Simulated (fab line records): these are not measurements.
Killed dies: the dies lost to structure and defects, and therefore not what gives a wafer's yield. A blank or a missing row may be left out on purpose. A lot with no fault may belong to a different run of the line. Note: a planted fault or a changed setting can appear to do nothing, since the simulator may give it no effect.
The tool behind it: which one? :: flow n5-finfet :: 12 lots with 35 wafers sampled at 5 steps, on a route of 1938 steps

WHAT THE GAUGES SHOWED, per wafer
N5_BEOL_M4_RC_MEAS_101.
lot: L632
measured: day 8 21:15
on: prober-02
DIBL_N (mV/V): 34.6 33.6 33.5
DIBL_P (mV/V): 36.4 35.3 35.5
IOFF_N (nA/um): 0.13 0.13 0.13
IOFF_P (nA/um): 0.19 0.17 0.18
ION_N (uA/um): 652 660 652
ION_P (uA/um): 449 452 447
SS_N (mV/dec): 71.9 71.7 72.0
SS_P (mV/dec): 73.2 73.2 73.0
VT_N (mV): 254 253 254
VT_P (mV): -252 -253 -255

lot: L634
measured: day 9 14:58
on: prober-02
DIBL_N (mV/V): 32.7 37.3 35.7
DIBL_P (mV/V): 34.3 40.0 38.5
IOFF_N (nA/um): 0.12 0.20 0.16
IOFF_P (nA/um): 0.18 0.24 0.24
ION_N (uA/um): 656 677 663
ION_P (uA/um): 455 459 461
SS_N (mV/dec): 70.9 72.3 71.7
SS_P (mV/dec): 72.2 74.3 74.3
VT_N (mV): 252 247 253
VT_P (mV): -249 -249 -247

lot: L638
measured: day 10 07:52
on: prober-02
DIBL_N (mV/V): 37.0 36.0 39.7
DIBL_P (mV/V): 36.6 35.6 40.1
IOFF_N (nA/um): 0.16 0.14 0.21
IOFF_P (nA/um): 0.20 0.19 0.26
ION_N (uA/um): 669 663 700
ION_P (uA/um): 457 460 473
SS_N (mV/dec): 72.0 71.0 72.0
SS_P (mV/dec): 73.2 72.6 74.0
VT_N (mV): 254 255 246
VT_P (mV): -252 -251 -249

lot: L641
measured: day 11 04:19
on: prober-02
DIBL_N (mV/V): 35.8 38.2 35.3
DIBL_P (mV/V): 35.0 37.5 33.7
IOFF_N (nA/um): 0.13 0.17 0.13
IOFF_P (nA/um): 0.19 0.22 0.18
ION_N (uA/um): 662 672 662
ION_P (uA/um): 459 463 464
SS_N (mV/dec): 71.5 72.1 71.2
SS_P (mV/dec): 73.2 73.5 72.7
VT_N (mV): 253 249 252
VT_P (mV): -253 -247 -252

lot: L642
measured: day 11 11:53
on: prober-02
DIBL_N (mV/V): 36.6 38.0 30.6
DIBL_P (mV/V): 36.2 37.7 28.6
IOFF_N (nA/um): 0.16 0.18 0.08
IOFF_P (nA/um): 0.21 0.22 0.11
ION_N (uA/um): 666 680 656
ION_P (uA/um): 452 460 446
SS_N (mV/dec): 71.6 71.9 70.4
SS_P (mV/dec): 73.5 74.1 71.3
VT_N (mV): 252 249 259
VT_P (mV): -250 -253 -260

lot: L646
measured: day 12 11:42
on: prober-02
DIBL_N (mV/V): 34.1 37.7 34.2
DIBL_P (mV/V): 35.5 38.3 35.0
IOFF_N (nA/um): 0.13 0.21 0.14
IOFF_P (nA/um): 0.21 0.25 0.20
ION_N (uA/um): 669 676 667
ION_P (uA/um): 466 466 466
SS_N (mV/dec): 71.0 72.5 71.3
SS_P (mV/dec): 73.4 74.1 73.2
VT_N (mV): 251 247 249
VT_P (mV): -248 -247 -252

lot: L647
measured: day 12 07:01
on: prober-02
DIBL_N (mV/V): 37.8 34.2 38.7
DIBL_P (mV/V): 37.9 32.6 38.6
IOFF_N (nA/um): 0.20 0.12 0.23
IOFF_P (nA/um): 0.22 0.15 0.25
ION_N (uA/um): 691 660 700
ION_P (uA/um): 461 448 463
SS_N (mV/dec): 71.4 71.2 72.4
SS_P (mV/dec): 74.0 72.5 74.3
VT_N (mV): 245 254 243
VT_P (mV): -252 -254 -251

lot: L649
measured: day 12 21:49
on: prober-01
DIBL_N (mV/V): 35.9 34.4 36.0
DIBL_P (mV/V): 37.7 35.8 37.3
IOFF_N (nA/um): 0.18 0.14 0.18
IOFF_P (nA/um): 0.26 0.22 0.24
ION_N (uA/um): 676 655 677
ION_P (uA/um): 469 460 469
SS_N (mV/dec): 71.0 70.9 72.3
SS_P (mV/dec): 73.7 73.8 73.8
VT_N (mV): 248 255 248
VT_P (mV): -244 -248 -247

lot: L650
measured: day 12 22:44
on: prober-01
DIBL_N (mV/V): 33.0 32.5 35.2
DIBL_P (mV/V): 31.1 31.6 35.9
IOFF_N (nA/um): 0.10 0.10 0.14
IOFF_P (nA/um): 0.15 0.15 0.21
ION_N (uA/um): 653 643 668
ION_P (uA/um): 454 447 456
SS_N (mV/dec): 71.0 70.5 71.3
SS_P (mV/dec): 71.9 72.3 73.8
VT_N (mV): 258 259 250
VT_P (mV): -255 -253 -251

lot: L651
measured: day 13 18:57
on: prober-02
DIBL_N (mV/V): 36.2 33.7 39.4
DIBL_P (mV/V): 37.6 33.4 39.8
IOFF_N (nA/um): 0.16 0.11 0.22
IOFF_P (nA/um): 0.25 0.17 0.28
ION_N (uA/um): 674 657 694
ION_P (uA/um): 477 453 471
SS_N (mV/dec): 71.6 71.6 73.2
SS_P (mV/dec): 73.7 72.2 73.9
VT_N (mV): 250 256 243
VT_P (mV): -247 -254 -246

lot: L653
measured: day 13 20:39
on: prober-01
DIBL_N (mV/V): 40.1 36.2 37.9
DIBL_P (mV/V): 40.6 35.1 37.6
IOFF_N (nA/um): 0.25 0.13 0.19
IOFF_P (nA/um): 0.31 0.19 0.25
ION_N (uA/um): 689 651 675
ION_P (uA/um): 470 453 463
SS_N (mV/dec): 73.0 71.1 71.8
SS_P (mV/dec): 74.3 73.0 73.6
VT_N (mV): 245 255 246
VT_P (mV): -242 -252 -246

lot: L654
measured: day 14 06:51
on: prober-02
DIBL_N (mV/V): 37.1 34.0
DIBL_P (mV/V): 38.2 34.5
IOFF_N (nA/um): 0.17 0.12
IOFF_P (nA/um): 0.21 0.16
ION_N (uA/um): 685 675
ION_P (uA/um): 470 460
SS_N (mV/dec): 71.1 70.8
SS_P (mV/dec): 74.5 73.5
VT_N (mV): 253 252
VT_P (mV): -253 -258

WHAT TOOL EACH LOT RAN ON (gives the tool, then ch and the chambers of the sampled wafers, and finally the start)
lot: L632
N5_BEOL_M0_ANNEAL_117: pvd-sputter-01, day 6 11:22
N5_BEOL_M0_ANNEAL_135: pvd-sputter-01, day 6 11:37
N5_BEOL_M1_ILD_DEP_00: pecvd-03 ch 0,2, day 6 13:04
N5_BEOL_M1_COAT_61: litho-track-04 ch 0, day 6 15:07

lot: L634
N5_BEOL_M0_ANNEAL_117: pvd-sputter-01, day 6 17:53
N5_BEOL_M0_ANNEAL_135: pvd-sputter-01, day 6 18:07
N5_BEOL_M1_ILD_DEP_00: pecvd-01 ch 0,1,2, day 6 19:42
N5_BEOL_M1_COAT_61: litho-track-01 ch 0, day 6 20:51

lot: L638
N5_BEOL_M0_ANNEAL_117: pvd-sputter-01, day 7 23:29
N5_BEOL_M0_ANNEAL_135: pvd-sputter-01, day 7 23:43
N5_BEOL_M1_ILD_DEP_00: pecvd-03 ch 0,1,2, day 8 00:53
N5_BEOL_M1_COAT_61: litho-track-04 ch 0, day 8 03:54

lot: L641
N5_BEOL_M0_ANNEAL_117: pvd-sputter-01, day 8 20:25
N5_BEOL_M0_ANNEAL_135: pvd-sputter-01, day 8 20:39
N5_BEOL_M1_ILD_DEP_00: pecvd-03 ch 0,1,2, day 8 21:49
N5_BEOL_M1_COAT_61: litho-track-04 ch 0, day 8 23:47

lot: L642
N5_BEOL_M0_ANNEAL_117: pvd-sputter-01, day 9 00:19
N5_BEOL_M0_ANNEAL_135: pvd-sputter-01, day 9 00:33
N5_BEOL_M1_ILD_DEP_00: pecvd-03 ch 0,1,2, day 9 01:50
N5_BEOL_M1_COAT_61: litho-track-01 ch 0, day 9 02:46

lot: L646
N5_BEOL_M0_ANNEAL_117: pvd-sputter-01, day 9 20:11
N5_BEOL_M0_ANNEAL_135: pvd-sputter-01, day 9 20:25
N5_BEOL_M1_ILD_DEP_00: pecvd-04 ch 0,1, day 9 21:40
N5_BEOL_M1_COAT_61: litho-track-01 ch 0, day 9 23:04

lot: L647
N5_BEOL_M0_ANNEAL_117: pvd-sputter-01, day 10 01:13
N5_BEOL_M0_ANNEAL_135: pvd-sputter-01, day 10 01:28
N5_BEOL_M1_ILD_DEP_00: pecvd-03 ch 0,1, day 10 02:37
N5_BEOL_M1_COAT_61: litho-track-01 ch 0, day 10 02:55

lot: L649
N5_BEOL_M0_ANNEAL_117: pvd-sputter-02, day 10 12:34
N5_BEOL_M0_ANNEAL_135: pvd-sputter-02, day 10 12:48
N5_BEOL_M1_ILD_DEP_00: pecvd-04 ch 0,1, day 10 13:57
N5_BEOL_M1_COAT_61: litho-track-01 ch 0, day 10 14:26

lot: L650
N5_BEOL_M0_ANNEAL_117: pvd-sputter-03, day 10 18:15
N5_BEOL_M0_ANNEAL_135: pvd-sputter-03, day 10 18:29
N5_BEOL_M1_ILD_DEP_00: pecvd-03 ch 0,2, day 10 21:04
N5_BEOL_M1_COAT_61: litho-track-04 ch 0, day 11 00:18

lot: L651
N5_BEOL_M0_ANNEAL_117: pvd-sputter-03, day 11 03:17
N5_BEOL_M0_ANNEAL_135: pvd-sputter-03, day 11 03:31
N5_BEOL_M1_ILD_DEP_00: pecvd-03 ch 0,1,2, day 11 04:43
N5_BEOL_M1_COAT_61: litho-track-04 ch 0, day 11 05:55

lot: L653
N5_BEOL_M0_ANNEAL_117: pvd-sputter-01, day 11 10:37
N5_BEOL_M0_ANNEAL_135: pvd-sputter-01, day 11 10:52
N5_BEOL_M1_ILD_DEP_00: pecvd-04 ch 0,2, day 11 12:17
N5_BEOL_M1_COAT_61: litho-track-04 ch 0, day 11 13:08

lot: L654
N5_BEOL_M0_ANNEAL_117: pvd-sputter-01, day 11 22:46
N5_BEOL_M0_ANNEAL_135: pvd-sputter-01, day 11 23:01
N5_BEOL_M1_ILD_DEP_00: pecvd-03 ch 0,2, day 12 00:11
N5_BEOL_M1_COAT_61: litho-track-02 ch 0, day 12 01:52
- N5_BEOL_M0_ANNEAL_117: time 60 s.
- N5_BEOL_M0_ANNEAL_135: time 60 s.
- N5_BEOL_M1_ILD_DEP_00: deposits SiOC from DEMS/O2, target thk 79 nm, time 15.3 s.
- N5_BEOL_M1_COAT_61: time 60 s, resist thk 60 nm.

WHAT THE TOOLS THEMSELVES READ (means of the sampled wafers that have a number; where no wafer has one, the mark that the record gives instead)
N5_BEOL_M0_ANNEAL_117.
lot: L632
tool: pvd-sputter-01
heater-power-w (W): 890

lot: L634
tool: pvd-sputter-01
heater-power-w (W): 889

lot: L638
tool: pvd-sputter-01
heater-power-w (W): 829

lot: L641
tool: pvd-sputter-01
heater-power-w (W): 835

lot: L642
tool: pvd-sputter-01
heater-power-w (W): 888

lot: L646
tool: pvd-sputter-01
heater-power-w (W): 904

lot: L647
tool: pvd-sputter-01
heater-power-w (W): 868

lot: L649
tool: pvd-sputter-02
heater-power-w (W): 855

lot: L650
tool: pvd-sputter-03
heater-power-w (W): 792

lot: L651
tool: pvd-sputter-03
heater-power-w (W): 869

lot: L653
tool: pvd-sputter-01
heater-power-w (W): 919

lot: L654
tool: pvd-sputter-01
heater-power-w (W): 881

N5_BEOL_M0_ANNEAL_135.
lot: L632
tool: pvd-sputter-01
heater-power-w (W): 877

lot: L634
tool: pvd-sputter-01
heater-power-w (W): 902

lot: L638
tool: pvd-sputter-01
heater-power-w (W): 819

lot: L641
tool: pvd-sputter-01
heater-power-w (W): 838

lot: L642
tool: pvd-sputter-01
heater-power-w (W): 893

lot: L646
tool: pvd-sputter-01
heater-power-w (W): 895

lot: L647
tool: pvd-sputter-01
heater-power-w (W): 868

lot: L649
tool: pvd-sputter-02
heater-power-w (W): 859

lot: L650
tool: pvd-sputter-03
heater-power-w (W): 805

lot: L651
tool: pvd-sputter-03
heater-power-w (W): 873

lot: L653
tool: pvd-sputter-01
heater-power-w (W): 918

lot: L654
tool: pvd-sputter-01
heater-power-w (W): 877

N5_BEOL_M1_ILD_DEP_00.
lot: L632
tool: pecvd-03
heater-power-w (W): 538
showerhead-plenum-p-Torr (Torr): 5.682
throttle-valve-pct (%): 13.3

lot: L634
tool: pecvd-01
heater-power-w (W): 490
showerhead-plenum-p-Torr (Torr): 5.696
throttle-valve-pct (%): 11.9

lot: L638
tool: pecvd-03
heater-power-w (W): 460
showerhead-plenum-p-Torr (Torr): 5.679
throttle-valve-pct (%): 12.6

lot: L641
tool: pecvd-03
heater-power-w (W): 453
showerhead-plenum-p-Torr (Torr): 5.674
throttle-valve-pct (%): 12.6

lot: L642
tool: pecvd-03
heater-power-w (W): 456
showerhead-plenum-p-Torr (Torr): 5.678
throttle-valve-pct (%): 12.6

lot: L646
tool: pecvd-04
heater-power-w (W): 386
showerhead-plenum-p-Torr (Torr): 5.689
throttle-valve-pct (%): 11.9

lot: L647
tool: pecvd-03
heater-power-w (W): 444
showerhead-plenum-p-Torr (Torr): 5.678
throttle-valve-pct (%): 13.1

lot: L649
tool: pecvd-04
heater-power-w (W): 406
showerhead-plenum-p-Torr (Torr): 5.689
throttle-valve-pct (%): 11.9

lot: L650
tool: pecvd-03
heater-power-w (W): 502
showerhead-plenum-p-Torr (Torr): 5.689
throttle-valve-pct (%): 12.2

lot: L651
tool: pecvd-03
heater-power-w (W): 498
showerhead-plenum-p-Torr (Torr): 5.685
throttle-valve-pct (%): 12.7

lot: L653
tool: pecvd-04
heater-power-w (W): 510
showerhead-plenum-p-Torr (Torr): 5.679
throttle-valve-pct (%): 11.7

lot: L654
tool: pecvd-03
heater-power-w (W): 550
showerhead-plenum-p-Torr (Torr): 5.684
throttle-valve-pct (%): 12.6

N5_BEOL_M1_COAT_61.
lot: L632
tool: litho-track-04
spin-speed-rpm (rpm): 1499.7

lot: L634
tool: litho-track-01
spin-speed-rpm (rpm): 1500.0

lot: L638
tool: litho-track-04
spin-speed-rpm (rpm): 1500.4

lot: L641
tool: litho-track-04
spin-speed-rpm (rpm): 1499.2

lot: L642
tool: litho-track-01
spin-speed-rpm (rpm): 1500.4

lot: L646
tool: litho-track-01
spin-speed-rpm (rpm): 1365.1

lot: L647
tool: litho-track-01
spin-speed-rpm (rpm): 1364.4

lot: L649
tool: litho-track-01
spin-speed-rpm (rpm): 1363.8

lot: L650
tool: litho-track-04
spin-speed-rpm (rpm): 1499.4

lot: L651
tool: litho-track-04
spin-speed-rpm (rpm): 1499.8

lot: L653
tool: litho-track-04
spin-speed-rpm (rpm): 1500.8

lot: L654
tool: litho-track-02
spin-speed-rpm (rpm): 1499.3

THE ANSWER, worked out from the rows above alone
Rule: the usual values come from the lots themselves. Put in order of their means at a reading, lots are off if they are a third of the lots or fewer, leave a main group of 4 or more, and stand apart from it by a gap of 3 or more times the standard deviation of the main group's means; of several such gaps the widest counts. If all means in a main group match to the digits the tables above print for the reading, that group is not used. Also off: a lot with no number at a reading for which 4 or more lots have one. The other lots that the step has rows for count as sound. After the gauges, taken in route order, come the tools' own readings; for these a lot's mean is taken, as printed above. The first step at which some lot is off is used, and at that step the reading that is off furthest; a lot without a number counts as furthest.
Off: L646, L647, L649 (N5_BEOL_M1_COAT_61, spin-speed-rpm). Mean 1499.9 rpm and standard deviation 0.52 in the main group.
A tool fits if, at that step or a process step before it, it ran every lot that is off, and no sound lot after the first of them. One fits: litho-track-01 at N5_BEOL_M1_COAT_61. A fault onset in the window from L642 (day 9 02:46, its last sound lot) to L646 (day 9 23:04, its first lot off) fits.
On the lots that are off, the tool's own readings at N5_BEOL_M1_COAT_61 differ by more than 5 times the standard deviation of the sound lots' means, which bears it out; spin-speed-rpm reads 1364.4 rpm there versus 1499.9 rpm on the sound lots.

WHAT THE SIMULATOR HAD INSERTED
Process parameters drifting: litho-track-01 at N5_BEOL_M1_COAT_61, beginning at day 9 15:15. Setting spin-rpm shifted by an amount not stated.
Shown lots that were struck: L647, L646, L649. The same result came from the rule above.
